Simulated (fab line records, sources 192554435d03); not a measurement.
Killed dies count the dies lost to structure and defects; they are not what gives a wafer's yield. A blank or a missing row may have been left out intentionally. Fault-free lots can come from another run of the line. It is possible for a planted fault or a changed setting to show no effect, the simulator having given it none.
Split-lot trial    flow n5_finfet    39 wafers read from 7 lots, route of 1938 steps

## SPLIT DETAILS
At N5_BEOL_M13_ETCH_59 (etches BARC in N2/H2, target depth 89 nm, overetch 26.7 nm, time 67.9 s), the setting time_s was moved away from the recipe's 67.9 s on 15 of the 39 wafers read, by -48.4% to +46.1%. All remaining wafers had this setting at the recipe value.

The file shows no step between the split and the reading.

## THE READING
coat_of_BEOL_M13_COAT_04.thk_nm (the simulator's own value, which no gauge read), in nm, at N5_BEOL_M13_VIA_ETCH_16 (etches SiOC in C4F8/O2/Ar, target depth 921.7 nm). There is no usual value for it anywhere in the file. Average 69.2 nm, standard deviation 4.3 nm, over the 24 wafers here run with the recipe.

wafer   tool, chamber at the split  time_s as run, s  against the recipe  coat_of_BEOL_M13_COAT_04.thk_nm, nm  against lot-mates on the recipe
L076.1  rie_diel-01, 2              35.01             -48.4%              105.8                                +34.5
L076.2  rie_diel-01, 0              67.9              recipe              77.2                                 -
L076.3  rie_diel-01, 1              35.01             -48.4%              103.6                                +32.3
L076.4  rie_diel-01, 3              67.9              recipe              70.6                                 -
L076.5  rie_diel-01, 0              35.01             -48.4%              102.2                                +30.9
L076.6  rie_diel-01, 1              67.9              recipe              66.2                                 -
L080.3  rie_diel-03, 2              67.9              recipe              66.4                                 -
L080.4  rie_diel-03, 3              67.9              recipe              56.6                                 -
L080.5  rie_diel-03, 1              67.9              recipe              64.8                                 -
L082.1  rie_diel-05, 2              67.9              recipe              74.2                                 -
L082.3  rie_diel-05, 1              67.9              recipe              74.2                                 -
L082.2  rie_diel-05, 0              55.16             -18.8%              82.4                                 +10.1
L082.4  rie_diel-05, 3              55.16             -18.8%              72.8                                 +0.5
L082.5  rie_diel-05, 3              55.16             -18.8%              74                                   +1.7
L082.6  rie_diel-05, 2              67.9              recipe              68.6                                 -
L084.1  rie_diel-03, 0              67.9              recipe              70.4                                 -
L084.2  rie_diel-03, 3              67.9              recipe              65.8                                 -
L084.3  rie_diel-03, 1              67.9              recipe              72.4                                 -
L084.4  rie_diel-03, 2              67.9              recipe              69.6                                 -
L084.5  rie_diel-03, 1              67.9              recipe              66.6                                 -
L084.6  rie_diel-03, 2              67.9              recipe              66                                   -
L088.1  rie_diel-01, 1              52.69             -22.4%              80.8                                 +10.4
L088.2  rie_diel-01, 3              52.69             -22.4%              89.8                                 +19.4
L088.3  rie_diel-01, 0              67.9              recipe              74.8                                 -
L088.4  rie_diel-01, 2              67.9              recipe              67                                   -
L088.5  rie_diel-01, 3              67.9              recipe              69.4                                 -
L088.6  rie_diel-01, 0              52.69             -22.4%              88                                   +17.6
L085.1  rie_diel-01, 3              67.9              recipe              72.6                                 -
L085.2  rie_diel-01, 0              47.07             -30.7%              93.2                                 +23.5
L085.3  rie_diel-01, 2              47.07             -30.7%              94.4                                 +24.7
L085.4  rie_diel-01, 1              67.9              recipe              67                                   -
L085.5  rie_diel-01, 2              47.07             -30.7%              85.4                                 +15.7
L085.6  rie_diel-01, 3              67.9              recipe              69.4                                 -
L090.1  rie_diel-01, 2              99.18             +46.1%              40.2                                 -30.3
L090.2  rie_diel-01, 3              99.18             +46.1%              41.4                                 -29.1
L090.3  rie_diel-01, 0              67.9              recipe              75.4                                 -
L090.4  rie_diel-01, 1              67.9              recipe              66.4                                 -
L090.5  rie_diel-01, 2              99.18             +46.1%              36                                   -34.5
L090.6  rie_diel-01, 3              67.9              recipe              69.8                                 -

THE FIT
A straight line over all 39 wafers: coat_of_BEOL_M13_COAT_04.thk_nm changes by -0.677 nm for each +1% of time_s; r = -0.96; the points scatter about the line by 4.5 nm.
The same after taking each lot's own level away (the mean of its wafers on the recipe; 39 wafers): -0.661 nm for each +1%; r = -0.96; scatter 4.2 nm.
According to that fit, moving time_s by its largest amount changes the reading by 32 nm.
From 62.60 to 72.33 nm: that is the span of the lots' own levels, equal to 2.2 times the standard deviation above.
The two slopes agree, so the slope changes little with the lot-to-lot level.
Check: +31.1 nm against its lot-mates is what the line predicts for one of the wafers moved furthest among these (-48.4%) when that wafer is left out of the fit. Against them it came out at +34.5 nm.

## OTHER SPLITS APPLIED TO THESE WAFERS
Before the reading, these wafers also passed through other splits. Each is held against what the fit with the lots' levels taken away leaves over:
other split on the same wafers            wafers away from the commonest value  r with coat_of_BEOL_M13_COAT_04.thk_nm (lot level and that fit taken away)
N5_BEOL_M8_DESCUM_33 time_s               9                                     -0.22
N5_BEOL_M9_TRENCH_ETCH_37 target_depth_a  12                                    +0.17

## THE WHOLE CHAIN: every reading that the file lists as answering this split, in the file's order
step                     what it does                                                             reading                                                                           change (the file's fit)                                                              r (the file's)
N5_BEOL_M13_ETCH_59      etches BARC in N2/H2, target depth 89 nm, overetch 26.7 nm, time 67.9 s  coat_of_BEOL_M13_COAT_04.thk_nm (the simulator's own value, which no gauge read)  -0.628 nm for each +1% of the setting                                                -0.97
N5_BEOL_M13_ETCH_59      etches BARC in N2/H2, target depth 89 nm, overetch 26.7 nm, time 67.9 s  etch.depth_nm (the simulator's own value, which no gauge read)                    not straight: 60.6 at the lowest setting, 89.04 at the recipe, 89.27 at the highest  not given
N5_BEOL_M13_VIA_ETCH_16  etches SiOC in C4F8/O2/Ar, target depth 921.7 nm                         coat_of_BEOL_M13_COAT_04.thk_nm (the simulator's own value, which no gauge read)  -0.655 nm for each +1% of the setting                                                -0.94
N5_BEOL_M13_STRIP_63     strips in N2/H2                                                          strip_time_to_endpoint_s                                                          withheld for each +1% of the setting                                                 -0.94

## FILE'S OWN FIT
coat_of_BEOL_M13_COAT_04.thk_nm changes by -0.655 nm for each +1% of time_s, r = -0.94.
